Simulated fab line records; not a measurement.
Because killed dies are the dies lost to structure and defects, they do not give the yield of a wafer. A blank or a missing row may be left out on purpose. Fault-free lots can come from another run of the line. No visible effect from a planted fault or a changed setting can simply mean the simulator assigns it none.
Which of the tools did it? | flow nand_harc | route of 1302 steps, sampled at 1 step: 12 lots, 36 wafers

WHAT EACH GAUGE READ, for each wafer
NHARC_P_GATE_CD_MEAS_11: target cd 1640 nm.
lot  | measured     | on        | cd_nm (nm)
L076 | day 5 01:59  | cd_sem-02 | 1640.3 1641.5 1638.8
L077 | day 5 15:25  | cd_sem-02 | 1641.7 1642.1 1641.6
L079 | day 6 13:33  | cd_sem-03 | 1639.5 1639.7 1639.0
L081 | day 7 06:02  | cd_sem-02 | 1640.2 1640.2 1641.2
L083 | day 8 05:52  | cd_sem-01 | 1639.6 1640.4 1639.8
L085 | day 8 21:44  | cd_sem-01 | 1641.7 1640.3 1641.5
L087 | day 9 18:43  | cd_sem-03 | 1639.1 1640.8 1642.2
L089 | day 10 13:14 | cd_sem-01 | 1639.6 1640.4 1641.4
L091 | day 11 09:17 | cd_sem-02 | 1640.6 1640.7 1639.7
L093 | day 12 06:18 | cd_sem-03 | 1639.3 1639.8 1641.1
L095 | day 13 06:04 | cd_sem-02 | 1639.4 1638.8 1640.3
L097 | day 13 20:50 | cd_sem-03 | 1638.3 1638.7 1638.3

WHAT TOOL EACH LOT RAN ON (gives the tool, then ch and the chambers of the sampled wafers, and finally the start)
The record shows no process step preceding these readings.

THE ANSWER, worked out from the rows above alone
Rule: usual is defined by the lots themselves. The widest of any qualifying gaps counts: lots, ordered by their means at a reading, are off when they make up no more than a third of the lots, leave a main group of 4 or more, and stand apart from it by 3 or more times the standard deviation of that group's means. A main group whose means are all the same, to the digits that the tables above print for the reading, isn't used. A lot without any number at a reading at which 4 lots or more have one is off too. The other lots that the step has rows for count as sound.
No lot is off on any of the readings shown, so nothing can be concluded from this.

WHAT HAD BEEN PUT IN BY THE SIMULATOR
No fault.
